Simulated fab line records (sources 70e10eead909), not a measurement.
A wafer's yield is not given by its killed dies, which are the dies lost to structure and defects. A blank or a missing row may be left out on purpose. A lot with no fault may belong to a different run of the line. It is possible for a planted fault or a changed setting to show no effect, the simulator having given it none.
fab line records / flow nandHarc
[record] lots = 14 wafers = 42 lastDay = 33
route steps=1302 shown A_BLC@1130 THIN_TSV@1263 END@1302
lots untouched by any fault: they come from a run of this same line in which no faults occurred
startH: the number of hours between the record's first day and the start of the first shown wafer of the lot / waitH: hours since the lot's step before / " the same as in the row above / L1.1+2: a single row standing in for several wafers / - no value, or no start was given / * or withheld: withheld / < > ~ a bound
route shown NAME@n: NAME is a module with steps in the file, n the number in the route of the first one / usual: mean and standard deviation over wafers with no fault / same: alike in all rows / chamber/n: place in a boat / sites: each site's reading / _std_site: how widely they spread, as a standard deviation / _edge_site: inner sites' mean taken away from outer sites' mean / radiusMm: for every site, how far away it sits from the centre of the wafer / mask NAME#n: copy n / behind: the tool/chamber that last shaped the wafer / hold: why the lot went on hold/how many hours it stayed there/how the hold came to an end / device: transistor that didn't switch, given as n, p or np / end of line: the route-end tests of the same wafers / step lacking rows: just its recipe / killed: count of dies lost to structure and defects at first sort (not the wafer's yield) / map: a wafer's dies, x killed, . not, _ none there
set.NAME: the setting that was run; set.NAME@STEP: the one run at that earlier step / model.NAME: the simulator's own value behind a step, which no gauge read
steps of the route over a sample of lots; a table a step, a row a wafer
services: a tool's chamber out of use, with start hour (startH, from the record's first day; less than 0 if before it), hours out, and reason
[[steps]]
[step NHARC_A_BLC_PVD_32]
[recipe] targetThkA = 50 chamberPressurePa = 5 powerW = 5000 substrateTempC = 200 timeS = 17.7 material = Ti
[usual] chamberPressurePa = 4.999/0.0097 throttleValvePct = 29.7/0.78
lot.wafer=L898.4 tool=pvdSputter-02 chamber=- startH=524.88 waitH=- chamberPressurePa=4.995 throttleValvePct=29.8
lot.wafer=L898.3 tool=pvdSputter-02 chamber=- startH=524.88 waitH=- chamberPressurePa=5.014 throttleValvePct=30.0
lot.wafer=L898.6 tool=pvdSputter-02 chamber=- startH=524.88 waitH=- chamberPressurePa=5.006 throttleValvePct=29.1
lot.wafer=L897.1 tool=pvdSputter-01 chamber=- startH=526.61 waitH=- chamberPressurePa=4.995 throttleValvePct=29.4
lot.wafer=L897.4 tool=pvdSputter-01 chamber=- startH=526.61 waitH=- chamberPressurePa=4.983 throttleValvePct=28.9
lot.wafer=L897.5 tool=pvdSputter-01 chamber=- startH=526.61 waitH=- chamberPressurePa=4.996 throttleValvePct=29.7
lot.wafer=L896.1 tool=pvdSputter-02 chamber=- startH=530.99 waitH=- chamberPressurePa=4.991 throttleValvePct=29.1
lot.wafer=L896.5 tool=pvdSputter-02 chamber=- startH=530.99 waitH=- chamberPressurePa=4.999 throttleValvePct=28.8
lot.wafer=L896.6 tool=pvdSputter-02 chamber=- startH=530.99 waitH=- chamberPressurePa=4.988 throttleValvePct=29.1
lot.wafer=L901.4 tool=pvdSputter-02 chamber=- startH=582.20 waitH=- chamberPressurePa=4.995 throttleValvePct=30.2
lot.wafer=L901.3 tool=pvdSputter-02 chamber=- startH=582.20 waitH=- chamberPressurePa=4.997 throttleValvePct=28.9
lot.wafer=L901.5 tool=pvdSputter-02 chamber=- startH=582.20 waitH=- chamberPressurePa=4.991 throttleValvePct=29.6
lot.wafer=L903.1 tool=pvdSputter-02 chamber=- startH=589.72 waitH=- chamberPressurePa=5.013 throttleValvePct=28.8
lot.wafer=L903.4 tool=pvdSputter-02 chamber=- startH=589.72 waitH=- chamberPressurePa=4.993 throttleValvePct=29.6
lot.wafer=L903.6 tool=pvdSputter-02 chamber=- startH=589.72 waitH=- chamberPressurePa=5.017 throttleValvePct=30.2
lot.wafer=L899.4 tool=pvdSputter-01 chamber=- startH=590.60 waitH=- chamberPressurePa=5.001 throttleValvePct=28.8
lot.wafer=L899.5 tool=pvdSputter-01 chamber=- startH=590.60 waitH=- chamberPressurePa=4.981 throttleValvePct=29.0
lot.wafer=L899.6 tool=pvdSputter-01 chamber=- startH=590.60 waitH=- chamberPressurePa=4.994 throttleValvePct=30.3
lot.wafer=L902.4 tool=pvdSputter-02 chamber=- startH=591.74 waitH=- chamberPressurePa=5.003 throttleValvePct=30.0
lot.wafer=L902.3 tool=pvdSputter-02 chamber=- startH=591.74 waitH=- chamberPressurePa=5.005 throttleValvePct=28.9
lot.wafer=L902.5 tool=pvdSputter-02 chamber=- startH=591.74 waitH=- chamberPressurePa=4.995 throttleValvePct=29.3
lot.wafer=L904.3 tool=pvdSputter-02 chamber=- startH=601.59 waitH=- chamberPressurePa=4.995 throttleValvePct=29.6
lot.wafer=L904.1 tool=pvdSputter-02 chamber=- startH=601.59 waitH=- chamberPressurePa=4.995 throttleValvePct=29.2
lot.wafer=L904.5 tool=pvdSputter-02 chamber=- startH=601.59 waitH=- chamberPressurePa=5.011 throttleValvePct=29.4
lot.wafer=L905.2 tool=pvdSputter-02 chamber=- startH=616.02 waitH=- chamberPressurePa=4.995 throttleValvePct=29.6
lot.wafer=L905.1 tool=pvdSputter-02 chamber=- startH=616.02 waitH=- chamberPressurePa=5.008 throttleValvePct=30.3
lot.wafer=L905.6 tool=pvdSputter-02 chamber=- startH=616.02 waitH=- chamberPressurePa=4.986 throttleValvePct=29.4
lot.wafer=L906.1 tool=pvdSputter-02 chamber=- startH=633.75 waitH=- chamberPressurePa=4.982 throttleValvePct=29.5
lot.wafer=L906.6 tool=pvdSputter-02 chamber=- startH=633.75 waitH=- chamberPressurePa=4.992 throttleValvePct=29.1
lot.wafer=L906.5 tool=pvdSputter-02 chamber=- startH=633.75 waitH=- chamberPressurePa=4.996 throttleValvePct=29.4
lot.wafer=L910.3 tool=pvdSputter-02 chamber=- startH=661.75 waitH=- chamberPressurePa=4.999 throttleValvePct=29.5
lot.wafer=L910.1 tool=pvdSputter-02 chamber=- startH=661.75 waitH=- chamberPressurePa=4.984 throttleValvePct=28.9
lot.wafer=L910.6 tool=pvdSputter-02 chamber=- startH=661.75 waitH=- chamberPressurePa=4.998 throttleValvePct=29.0
lot.wafer=L909.1 tool=pvdSputter-02 chamber=- startH=665.61 waitH=- chamberPressurePa=4.997 throttleValvePct=29.9
lot.wafer=L909.6 tool=pvdSputter-02 chamber=- startH=665.61 waitH=- chamberPressurePa=5.009 throttleValvePct=29.5
lot.wafer=L909.5 tool=pvdSputter-02 chamber=- startH=665.61 waitH=- chamberPressurePa=4.998 throttleValvePct=29.1
lot.wafer=L914.2 tool=pvdSputter-03 chamber=- startH=689.46 waitH=- chamberPressurePa=5.003 throttleValvePct=29.8
lot.wafer=L914.1 tool=pvdSputter-03 chamber=- startH=689.46 waitH=- chamberPressurePa=5.005 throttleValvePct=30.5
lot.wafer=L914.5 tool=pvdSputter-03 chamber=- startH=689.46 waitH=- chamberPressurePa=4.993 throttleValvePct=30.5
lot.wafer=L917.3 tool=pvdSputter-03 chamber=- startH=740.97 waitH=- chamberPressurePa=5.004 throttleValvePct=30.1
lot.wafer=L917.6 tool=pvdSputter-03 chamber=- startH=740.97 waitH=- chamberPressurePa=4.986 throttleValvePct=30.3
lot.wafer=L917.5 tool=pvdSputter-03 chamber=- startH=740.97 waitH=- chamberPressurePa=5.002 throttleValvePct=30.1
[step NHARC_THIN_TSV_ETCH_15]
[recipe] targetDepthA = 30000 boschTargetOveretchCycles = 2 boschEtchStepS = 2.8 boschDepStepS = 1.2 boschCycles = 14
[usual] drypumpMotorCurrentA = 5.59/0.3
[same] boschCycles = 14
lot.wafer=L898.3 tool=rieSi-05 chamber=1 startH=551.86 waitH=- drypumpMotorCurrentA=5.66 rfHoursCounterH=0.32
lot.wafer=L898.4 tool=rieSi-05 chamber=2 startH=551.86 waitH=- drypumpMotorCurrentA=5.27 rfHoursCounterH=0.31
lot.wafer=L898.6 tool=rieSi-05 chamber=0 startH=551.86 waitH=- drypumpMotorCurrentA=6.30 rfHoursCounterH=-
lot.wafer=L897.1 tool=rieSi-05 chamber=1 startH=554.39 waitH=- drypumpMotorCurrentA=5.64 rfHoursCounterH=0.36
lot.wafer=L897.4 tool=rieSi-05 chamber=3 startH=554.39 waitH=- drypumpMotorCurrentA=5.31 rfHoursCounterH=0.35
lot.wafer=L897.5 tool=rieSi-05 chamber=1 startH=554.39 waitH=- drypumpMotorCurrentA=5.67 rfHoursCounterH=-
lot.wafer=L896.1 tool=rieSi-05 chamber=2 startH=560.88 waitH=- drypumpMotorCurrentA=5.27 rfHoursCounterH=0.38
lot.wafer=L896.5 tool=rieSi-05 chamber=1 startH=560.88 waitH=- drypumpMotorCurrentA=5.68 rfHoursCounterH=-
lot.wafer=L896.6 tool=rieSi-05 chamber=2 startH=560.88 waitH=- drypumpMotorCurrentA=5.24 rfHoursCounterH=-
lot.wafer=L901.3 tool=rieSi-04 chamber=3 startH=608.70 waitH=- drypumpMotorCurrentA=5.39 rfHoursCounterH=0.50
lot.wafer=L901.4 tool=rieSi-04 chamber=1 startH=608.70 waitH=- drypumpMotorCurrentA=5.41 rfHoursCounterH=0.45
lot.wafer=L901.5 tool=rieSi-04 chamber=0 startH=608.70 waitH=- drypumpMotorCurrentA=5.49 rfHoursCounterH=-
lot.wafer=L903.1 tool=rieSi-05 chamber=0 startH=617.04 waitH=- drypumpMotorCurrentA=6.27 rfHoursCounterH=0.78
lot.wafer=L903.4 tool=rieSi-05 chamber=3 startH=617.04 waitH=- drypumpMotorCurrentA=5.30 rfHoursCounterH=-
lot.wafer=L903.6 tool=rieSi-05 chamber=0 startH=617.04 waitH=- drypumpMotorCurrentA=6.26 rfHoursCounterH=-
lot.wafer=L899.4 tool=rieSi-04 chamber=2 startH=618.20 waitH=- drypumpMotorCurrentA=5.62 rfHoursCounterH=0.49
lot.wafer=L899.6 tool=rieSi-04 chamber=1 startH=618.20 waitH=- drypumpMotorCurrentA=5.43 rfHoursCounterH=-
lot.wafer=L899.5 tool=rieSi-04 chamber=2 startH=618.20 waitH=- drypumpMotorCurrentA=5.62 rfHoursCounterH=-
lot.wafer=L902.4 tool=rieSi-04 chamber=1 startH=619.41 waitH=- drypumpMotorCurrentA=5.43 rfHoursCounterH=0.61
lot.wafer=L902.3 tool=rieSi-04 chamber=2 startH=619.41 waitH=- drypumpMotorCurrentA=5.62 rfHoursCounterH=0.53
lot.wafer=L902.5 tool=rieSi-04 chamber=1 startH=619.41 waitH=- drypumpMotorCurrentA=5.43 rfHoursCounterH=-
lot.wafer=L904.3 tool=rieSi-05 chamber=2 startH=628.27 waitH=- drypumpMotorCurrentA=5.26 rfHoursCounterH=0.73
lot.wafer=L904.1 tool=rieSi-05 chamber=3 startH=628.27 waitH=- drypumpMotorCurrentA=5.29 rfHoursCounterH=0.77
lot.wafer=L904.5 tool=rieSi-05 chamber=2 startH=628.27 waitH=- drypumpMotorCurrentA=5.26 rfHoursCounterH=-
lot.wafer=L905.1 tool=rieSi-04 chamber=0 startH=643.45 waitH=- drypumpMotorCurrentA=5.51 rfHoursCounterH=0.79
lot.wafer=L905.2 tool=rieSi-04 chamber=1 startH=643.45 waitH=- drypumpMotorCurrentA=5.44 rfHoursCounterH=0.75
lot.wafer=L905.6 tool=rieSi-04 chamber=0 startH=643.45 waitH=- drypumpMotorCurrentA=5.52 rfHoursCounterH=-
lot.wafer=L906.1 tool=rieSi-04 chamber=2 startH=660.48 waitH=- drypumpMotorCurrentA=5.62 rfHoursCounterH=0.78
lot.wafer=L906.6 tool=rieSi-04 chamber=0 startH=660.48 waitH=- drypumpMotorCurrentA=5.52 rfHoursCounterH=-
lot.wafer=L906.5 tool=rieSi-04 chamber=1 startH=660.48 waitH=- drypumpMotorCurrentA=5.42 rfHoursCounterH=-
lot.wafer=L909.1 tool=rieSi-05 chamber=0 startH=691.21 waitH=- drypumpMotorCurrentA=6.27 rfHoursCounterH=0.08
lot.wafer=L909.5 tool=rieSi-05 chamber=0 startH=691.21 waitH=- drypumpMotorCurrentA=6.22 rfHoursCounterH=-
lot.wafer=L909.6 tool=rieSi-05 chamber=1 startH=691.21 waitH=- drypumpMotorCurrentA=5.68 rfHoursCounterH=-
lot.wafer=L910.3 tool=rieSi-05 chamber=0 startH=692.25 waitH=- drypumpMotorCurrentA=6.26 rfHoursCounterH=0.13
lot.wafer=L910.1 tool=rieSi-05 chamber=3 startH=692.25 waitH=- drypumpMotorCurrentA=5.32 rfHoursCounterH=0.14
lot.wafer=L910.6 tool=rieSi-05 chamber=1 startH=692.25 waitH=- drypumpMotorCurrentA=5.66 rfHoursCounterH=-
lot.wafer=L914.1 tool=rieSi-04 chamber=3 startH=716.33 waitH=- drypumpMotorCurrentA=5.40 rfHoursCounterH=0.05
lot.wafer=L914.2 tool=rieSi-04 chamber=0 startH=716.33 waitH=- drypumpMotorCurrentA=5.52 rfHoursCounterH=0.05
lot.wafer=L914.5 tool=rieSi-04 chamber=3 startH=716.33 waitH=- drypumpMotorCurrentA=5.38 rfHoursCounterH=-
lot.wafer=L917.3 tool=rieSi-05 chamber=2 startH=773.11 waitH=- drypumpMotorCurrentA=5.29 rfHoursCounterH=0.67
lot.wafer=L917.5 tool=rieSi-05 chamber=1 startH=773.11 waitH=- drypumpMotorCurrentA=5.69 rfHoursCounterH=-
lot.wafer=L917.6 tool=rieSi-05 chamber=2 startH=773.11 waitH=- drypumpMotorCurrentA=5.27 rfHoursCounterH=-
[step NHARC_THIN_TSV_CD_MEAS_33]
[recipe] targetCdNm = 5000 landingEnergyEv = 500
[usual] cdNm = 4998.7/2
lot.wafer=L898.3 tool=cdSem-01 chamber=0 startH=557.43 waitH=- cdNm=5000.3
lot.wafer=L898.4 tool=cdSem-01 chamber=0 startH=557.43 waitH=- cdNm=4999.8
lot.wafer=L898.6 tool=cdSem-01 chamber=0 startH=557.43 waitH=- cdNm=4999.0
lot.wafer=L897.1 tool=cdSem-01 chamber=0 startH=559.98 waitH=- cdNm=4998.0
lot.wafer=L897.4 tool=cdSem-01 chamber=0 startH=559.98 waitH=- cdNm=5000.9
lot.wafer=L897.5 tool=cdSem-01 chamber=0 startH=559.98 waitH=- cdNm=4998.7
lot.wafer=L896.1 tool=cdSem-02 chamber=0 startH=566.00 waitH=- cdNm=5000.1
lot.wafer=L896.5 tool=cdSem-02 chamber=0 startH=566.00 waitH=- cdNm=4999.3
lot.wafer=L896.6 tool=cdSem-02 chamber=0 startH=566.00 waitH=- cdNm=5000.7
lot.wafer=L901.3 tool=cdSem-03 chamber=0 startH=613.74 waitH=- cdNm=4997.3
lot.wafer=L901.4 tool=cdSem-03 chamber=0 startH=613.74 waitH=- cdNm=4996.7
lot.wafer=L901.5 tool=cdSem-03 chamber=0 startH=613.74 waitH=- cdNm=4995.0
lot.wafer=L903.1 tool=cdSem-03 chamber=0 startH=622.14 waitH=- cdNm=4999.7
lot.wafer=L903.4 tool=cdSem-03 chamber=0 startH=622.14 waitH=- cdNm=4998.6
lot.wafer=L903.6 tool=cdSem-03 chamber=0 startH=622.14 waitH=- cdNm=5000.7
lot.wafer=L899.4 tool=cdSem-02 chamber=0 startH=623.28 waitH=- cdNm=4996.7
lot.wafer=L899.5 tool=cdSem-02 chamber=0 startH=623.28 waitH=- cdNm=4996.2
lot.wafer=L899.6 tool=cdSem-02 chamber=0 startH=623.28 waitH=- cdNm=5000.6
lot.wafer=L902.3 tool=cdSem-03 chamber=0 startH=624.37 waitH=- cdNm=4999.2
lot.wafer=L902.4 tool=cdSem-03 chamber=0 startH=624.37 waitH=- cdNm=4998.5
lot.wafer=L902.5 tool=cdSem-03 chamber=0 startH=624.37 waitH=- cdNm=4997.0
lot.wafer=L904.1 tool=cdSem-02 chamber=0 startH=633.40 waitH=- cdNm=4996.6
lot.wafer=L904.3 tool=cdSem-02 chamber=0 startH=633.40 waitH=- cdNm=4998.5
lot.wafer=L904.5 tool=cdSem-02 chamber=0 startH=633.40 waitH=- cdNm=4999.2
lot.wafer=L905.1 tool=cdSem-01 chamber=0 startH=649.14 waitH=- cdNm=4999.5
lot.wafer=L905.2 tool=cdSem-01 chamber=0 startH=649.14 waitH=- cdNm=5003.6
lot.wafer=L905.6 tool=cdSem-01 chamber=0 startH=649.14 waitH=- cdNm=5001.9
lot.wafer=L906.1 tool=cdSem-03 chamber=0 startH=665.40 waitH=- cdNm=4998.9
lot.wafer=L906.5 tool=cdSem-03 chamber=0 startH=665.40 waitH=- cdNm=4999.0
lot.wafer=L906.6 tool=cdSem-03 chamber=0 startH=665.40 waitH=- cdNm=4996.9
lot.wafer=L909.1 tool=cdSem-03 chamber=0 startH=696.28 waitH=- cdNm=4997.0
lot.wafer=L909.5 tool=cdSem-03 chamber=0 startH=696.28 waitH=- cdNm=5000.1
lot.wafer=L909.6 tool=cdSem-03 chamber=0 startH=696.28 waitH=- cdNm=5001.3
lot.wafer=L910.1 tool=cdSem-02 chamber=0 startH=697.49 waitH=- cdNm=4994.3
lot.wafer=L910.3 tool=cdSem-02 chamber=0 startH=697.49 waitH=- cdNm=4999.9
lot.wafer=L910.6 tool=cdSem-02 chamber=0 startH=697.49 waitH=- cdNm=4998.2
lot.wafer=L914.1 tool=cdSem-03 chamber=0 startH=721.30 waitH=- cdNm=4999.7
lot.wafer=L914.2 tool=cdSem-03 chamber=0 startH=721.30 waitH=- cdNm=5000.8
lot.wafer=L914.5 tool=cdSem-03 chamber=0 startH=721.30 waitH=- cdNm=4997.8
lot.wafer=L917.3 tool=cdSem-03 chamber=0 startH=778.32 waitH=- cdNm=4998.3
lot.wafer=L917.5 tool=cdSem-03 chamber=0 startH=778.32 waitH=- cdNm=4997.1
lot.wafer=L917.6 tool=cdSem-03 chamber=0 startH=778.32 waitH=- cdNm=4997.0
[step NHARC_THIN_TSV_CD_MEAS_37]
[usual] cdNm = 4999/3.1
lot.wafer=L898.3 tool=cdSem-01 chamber=- startH=558.87 waitH=- cdNm=5001
lot.wafer=L898.4 tool=cdSem-01 chamber=- startH=558.87 waitH=- cdNm=4999
lot.wafer=L898.6 tool=cdSem-01 chamber=- startH=558.87 waitH=- cdNm=5001
lot.wafer=L897.1 tool=cdSem-02 chamber=- startH=561.42 waitH=- cdNm=5003
lot.wafer=L897.4 tool=cdSem-02 chamber=- startH=561.42 waitH=- cdNm=5003
lot.wafer=L897.5 tool=cdSem-02 chamber=- startH=561.42 waitH=- cdNm=4999
lot.wafer=L896.1 tool=cdSem-03 chamber=- startH=567.48 waitH=- cdNm=4997
lot.wafer=L896.5 tool=cdSem-03 chamber=- startH=567.48 waitH=- cdNm=4997
lot.wafer=L896.6 tool=cdSem-03 chamber=- startH=567.48 waitH=- cdNm=5001
lot.wafer=L901.3 tool=cdSem-02 chamber=- startH=615.17 waitH=- cdNm=4998
lot.wafer=L901.4 tool=cdSem-02 chamber=- startH=615.17 waitH=- cdNm=4996
lot.wafer=L901.5 tool=cdSem-02 chamber=- startH=615.17 waitH=- cdNm=4998
lot.wafer=L903.1 tool=cdSem-03 chamber=- startH=623.61 waitH=- cdNm=4998
lot.wafer=L903.4 tool=cdSem-03 chamber=- startH=623.61 waitH=- cdNm=4995
lot.wafer=L903.6 tool=cdSem-03 chamber=- startH=623.61 waitH=- cdNm=5002
lot.wafer=L899.4 tool=cdSem-02 chamber=- startH=624.73 waitH=- cdNm=4990
lot.wafer=L899.5 tool=cdSem-02 chamber=- startH=624.73 waitH=- cdNm=4994
lot.wafer=L899.6 tool=cdSem-02 chamber=- startH=624.73 waitH=- cdNm=4999
lot.wafer=L902.3 tool=cdSem-03 chamber=- startH=625.80 waitH=- cdNm=4998
lot.wafer=L902.4 tool=cdSem-03 chamber=- startH=625.80 waitH=- cdNm=5001
lot.wafer=L902.5 tool=cdSem-03 chamber=- startH=625.80 waitH=- cdNm=4996
lot.wafer=L904.1 tool=cdSem-03 chamber=- startH=634.84 waitH=- cdNm=4993
lot.wafer=L904.3 tool=cdSem-03 chamber=- startH=634.84 waitH=- cdNm=4995
lot.wafer=L904.5 tool=cdSem-03 chamber=- startH=634.84 waitH=- cdNm=4996
lot.wafer=L905.1 tool=cdSem-02 chamber=- startH=650.60 waitH=- cdNm=4995
lot.wafer=L905.2 tool=cdSem-02 chamber=- startH=650.60 waitH=- cdNm=5003
lot.wafer=L905.6 tool=cdSem-02 chamber=- startH=650.60 waitH=- cdNm=5003
lot.wafer=L906.1 tool=cdSem-03 chamber=- startH=666.88 waitH=- cdNm=4999
lot.wafer=L906.5 tool=cdSem-03 chamber=- startH=666.88 waitH=- cdNm=5000
lot.wafer=L906.6 tool=cdSem-03 chamber=- startH=666.88 waitH=- cdNm=4995
lot.wafer=L909.1 tool=cdSem-01 chamber=- startH=697.87 waitH=- cdNm=5000
lot.wafer=L909.5 tool=cdSem-01 chamber=- startH=697.87 waitH=- cdNm=4996
lot.wafer=L909.6 tool=cdSem-01 chamber=- startH=697.87 waitH=- cdNm=5003
lot.wafer=L910.1 tool=cdSem-02 chamber=- startH=698.93 waitH=- cdNm=4997
lot.wafer=L910.3 tool=cdSem-02 chamber=- startH=698.93 waitH=- cdNm=5003
lot.wafer=L910.6 tool=cdSem-02 chamber=- startH=698.93 waitH=- cdNm=5000
lot.wafer=L914.1 tool=cdSem-02 chamber=- startH=722.74 waitH=- cdNm=5003
lot.wafer=L914.2 tool=cdSem-02 chamber=- startH=722.74 waitH=- cdNm=4997
lot.wafer=L914.5 tool=cdSem-02 chamber=- startH=722.74 waitH=- cdNm=5000
lot.wafer=L917.3 tool=cdSem-01 chamber=- startH=779.76 waitH=- cdNm=4999
lot.wafer=L917.5 tool=cdSem-01 chamber=- startH=779.76 waitH=- cdNm=4998
lot.wafer=L917.6 tool=cdSem-01 chamber=- startH=779.76 waitH=- cdNm=4995
[step NHARC_END_SORT_01]
[recipe] tempC = 25
[usual] killedAtArray = 54/21 killedAtOther = 0.9/1.1 killedAtPeriphery = 3.5/2.5 killedDies = 58/21 killedOpen = 3.3/1.9 killedShort = 2.6/1.8
[same] grossDies = 677
lot.wafer=L910.1 tool=prober-02 chamber=0 startH=705.47 waitH=2.5 killedAtArray=134 killedAtOther=2 killedAtPeriphery=2 killedDies=138 killedOpen=3 killedShort=6
lot.wafer=L910.3 tool=prober-02 chamber=0 startH=707.06 waitH=3.1 killedAtArray=101 killedAtOther=2 killedAtPeriphery=3 killedDies=106 killedOpen=3 killedShort=3
lot.wafer=L910.6 tool=prober-02 chamber=0 startH=709.44 waitH=4.0 killedAtArray=111 killedAtOther=0 killedAtPeriphery=3 killedDies=114 killedOpen=5 killedShort=9
lot.wafer=L909.1 tool=prober-01 chamber=0 startH=705.48 waitH=2.5 killedAtArray=113 killedAtOther=2 killedAtPeriphery=5 killedDies=120 killedOpen=1 killedShort=1
lot.wafer=L909.5 tool=prober-01 chamber=0 startH=708.70 waitH=3.7 killedAtArray=106 killedAtOther=0 killedAtPeriphery=13 killedDies=119 killedOpen=5 killedShort=1
lot.wafer=L909.6 tool=prober-01 chamber=0 startH=709.50 waitH=4.0 killedAtArray=101 killedAtOther=1 killedAtPeriphery=6 killedDies=108 killedOpen=6 killedShort=5
// killed by level:class
L910.1 A_BLC:unspecified=81 A_CHANNEL_HOLE_D1:chamberFilmFlake=32 A_CONTACT:chamberFilmFlake=6 A_CHANNEL_FILL_D1:geometricParticle:short=2 A_STAIRCASE:chamberFilmFlake=2 A_WL_FILL:chamberFilmFlake=2 THIN_TSV:chamberFilmFlake=2 P_M0:geometricParticle:open=1
L909.1 A_BLC:unspecified=55 A_CHANNEL_HOLE_D1:chamberFilmFlake=42 A_SLIT:chamberFilmFlake=5 P_M1:chamberFilmFlake=3 A_CHANNEL_FILL_D2:chamberFilmFlake=2 A_WL_FILL:chamberFilmFlake=2 A_CONTACT:chamberFilmFlake=2 THIN_TSV:chamberFilmFlake=2
L910.3 A_BLC:unspecified=46 A_CHANNEL_HOLE_D1:chamberFilmFlake=38 A_SLIT:chamberFilmFlake=4 A_STAIRCASE:chamberFilmFlake=4 A_CHANNEL_FILL_D2:chamberFilmFlake=2 A_CONTACT:chamberFilmFlake=2 P_CONTACT:geometricParticle:short=1 P_CONTACT:geometricParticle:open=1
L909.5 A_BLC:unspecified=78 A_CHANNEL_HOLE_D1:chamberFilmFlake=9 A_CONTACT:chamberFilmFlake=7 P_M1:chamberFilmFlake=6 P_BONDPAD:chamberFilmFlake=3 A_STAIRCASE:chamberFilmFlake=3 P_M2:chamberFilmFlake=2 A_ZERO_WELL:chamberFilmFlake=2
L910.6 A_BLC:unspecified=82 A_CHANNEL_HOLE_D1:chamberFilmFlake=9 A_DECK1_JOINT:chamberFilmFlake=3 P_CONTACT:geometricParticle:short=2 A_SOURCE_PLATE:geometricParticle:short=2 A_ONON_D1:geometricParticle:short=2 A_SGD_CUT:geometricParticle:open=2 A_CONTACT:chamberFilmFlake=2
L909.6 A_BLC:unspecified=46 A_CHANNEL_HOLE_D1:chamberFilmFlake=36 P_M1:chamberFilmFlake=3 A_CHANNEL_FILL_D2:chamberFilmFlake=3 A_ONON_D1:geometricParticle:short=2 A_WL_FILL:geometricParticle:open=2 A_CONTACT:chamberFilmFlake=2 P_M0:geometricParticle:open=1
[[services]]
tool=rieSi-04 chamber=- startH=519.00 hours=9.0 kind=pm
tool=pvdSputter-03 chamber=- startH=524.24 hours=2.4 kind=repair
tool=pvdSputter-03 chamber=- startH=538.51 hours=59.4 kind=repair
tool=pvdSputter-02 chamber=- startH=553.71 hours=21.4 kind=repair
tool=rieSi-05 chamber=- startH=573.58 hours=0.8 kind=repair
tool=rieSi-05 chamber=- startH=580.35 hours=0.2 kind=repair
tool=rieSi-04 chamber=0 startH=582.05 hours=8.5 kind=repair
tool=pvdSputter-01 chamber=- startH=598.32 hours=10.0 kind=pm
tool=rieSi-05 chamber=2 startH=614.91 hours=3.5 kind=repair
tool=pvdSputter-01 chamber=- startH=630.80 hours=2.8 kind=repair
tool=pvdSputter-02 chamber=- startH=638.00 hours=10.0 kind=pm
tool=rieSi-04 chamber=2 startH=643.43 hours=8.5 kind=repair
tool=pvdSputter-01 chamber=- startH=655.97 hours=2.6 kind=repair
tool=rieSi-05 chamber=- startH=659.00 hours=9.0 kind=pm
tool=rieSi-05 chamber=0 startH=659.00 hours=9.0 kind=ventCycle
tool=rieSi-05 chamber=1 startH=659.00 hours=9.0 kind=ventCycle
tool=rieSi-05 chamber=2 startH=659.00 hours=9.0 kind=ventCycle
tool=rieSi-05 chamber=3 startH=659.00 hours=9.0 kind=ventCycle
tool=pvdSputter-03 chamber=- startH=675.90 hours=1.4 kind=repair
tool=rieSi-04 chamber=- startH=696.00 hours=9.0 kind=pm
tool=pvdSputter-01 chamber=- startH=699.70 hours=1.2 kind=repair
tool=pvdSputter-03 chamber=- startH=704.64 hours=10.0 kind=pm
tool=pvdSputter-03 chamber=- startH=757.54 hours=2.6 kind=repair
tool=pvdSputter-01 chamber=- startH=767.14 hours=1.7 kind=repair
[[key]]
[firstSign] step = NHARC_END_SORT_01 reading = killedDies direction = up sigmas = 2.8 usual = 58 struck = 118
[effect] step = NHARC_END_SORT_01 reading = killedAtArray direction = up sigmas = 2.7 usual = 54 struck = 111
[moreKillsBornAt] NHARC_A_BLC_PVD_32@pvdSputter-02 = 388
metAt NHARC_A_BLC_PVD_32
struckLots L909,L910
testerLeftOut L909,L910
notActingAt NHARC_THIN_TSV_ETCH_15,NHARC_THIN_TSV_CD_MEAS_33,NHARC_THIN_TSV_CD_MEAS_37
onsetBetween 633.75 661.75
[fault] kind = chamberParticleSource tool = pvdSputter-02 chamber = - onsetH = 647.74 steps = NHARC_A_BLC_PVD_32 ratePerVisitCm2 = 1.0343 endH = 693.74
// testerLeftOut: of these lots the tester's yield and bins aren't shown, on N5 and GAA mostly nor the transistor test; their killed dies are dies lost to structure and defects alone, not to doping, threshold or leakage, so they don't give the yield
